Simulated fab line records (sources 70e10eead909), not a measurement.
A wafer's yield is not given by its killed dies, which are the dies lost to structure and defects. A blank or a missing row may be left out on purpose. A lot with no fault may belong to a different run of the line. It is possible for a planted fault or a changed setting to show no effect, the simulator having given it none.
Which of the tools did it? | flow nand harc | Sampling: 6 lots, 17 wafers, 5 of 1159 route steps

WHAT EACH GAUGE READ, for each wafer
NHARC_END_SORT_01.
lot  | measured     | on        | killed at array
L681 | day 24 00:41 | prober-02 | 31 672
L683 | day 24 15:31 | prober-02 | 37 36 674

TOOL THAT RAN EACH LOT (tool first, then ch and the chambers of the sampled wafers, then the start)
lot  | NHARC_A_CONTACT_ETCH_89                       | NHARC_A_CONTACT_ETCH_135             | NHARC_A_CONTACT_ETCH_98                       | NHARC_A_CONTACT_ALD_18
L667 | rie diel-10 ch 1,3, day 17 06:48 or earlier   | har cap etch-03 ch 1, day 17 06:48   | rie diel-09 ch 1,3, day 17 08:53 or earlier   | ald metal-01 ch 0,2, day 17 08:53
L671 | rie diel-09 ch 0,1,2, day 18 11:26 or earlier | har cap etch-01 ch 0,1, day 18 11:26 | rie diel-07 ch 1,2,3, day 18 13:32 or earlier | ald metal-01 ch 0,1,3, day 18 13:32
L674 | rie diel-10 ch 0,1,2, day 19 09:44 or earlier | har cap etch-03 ch 0,1, day 19 09:44 | rie diel-09 ch 0,1, day 19 11:47 or earlier   | ald metal-01 ch 0,2, day 19 11:47
L681 | rie diel-07 ch 1,3, day 21 01:47 or earlier   | har cap etch-02 ch 0,1, day 21 01:47 | rie diel-09 ch 2,3, day 21 04:22 or earlier   | ald metal-01 ch 0,1, day 21 04:22
L683 | rie diel-07 ch 0,2,3, day 21 11:06 or earlier | har cap etch-02 ch 0,1, day 21 11:06 | rie diel-07 ch 1,2,3, day 21 13:25 or earlier | ald metal-01 ch 1,2, day 21 13:25
L688 | rie diel-10 ch 0,3, day 22 22:16 or earlier   | har cap etch-03 ch 0,1, day 22 22:16 | rie diel-10 ch 0,1, day 23 00:23 or earlier   | ald metal-03 ch 0,1, day 23 00:23
- NHARC_A_CONTACT_ETCH_89: etches the open film in N2/H2, target depth 260 nm, time 475.3 s.
- NHARC_A_CONTACT_ETCH_135: etches the open film in C4F8/O2/Ar, time 132 s, target depth 1287 nm.
- NHARC_A_CONTACT_ETCH_98: etches the open film in C4F6/O2, target depth 20 nm, time 10 s.
- NHARC_A_CONTACT_ALD_18: deposits TiN, target thk 3 nm, pulse time 1 s, ald cycles 150.

THE ANSWER, worked out from the rows above alone
Rule: the usual values come from the lots themselves. The widest of any qualifying gaps counts: lots, ordered by their means at a reading, are off when they make up no more than a third of the lots, leave a main group of 4 or more, and stand apart from it by 3 or more times the standard deviation of that group's means. Not used: any main group whose means are identical at the precision the tables above print for the reading. Also off: a lot with no number at a reading for which 4 or more lots have one. Any other lot the step has rows for is counted as sound.
None of the lots is off at any reading shown; this tells nothing.

WHAT WAS PUT IN BY THE SIMULATOR
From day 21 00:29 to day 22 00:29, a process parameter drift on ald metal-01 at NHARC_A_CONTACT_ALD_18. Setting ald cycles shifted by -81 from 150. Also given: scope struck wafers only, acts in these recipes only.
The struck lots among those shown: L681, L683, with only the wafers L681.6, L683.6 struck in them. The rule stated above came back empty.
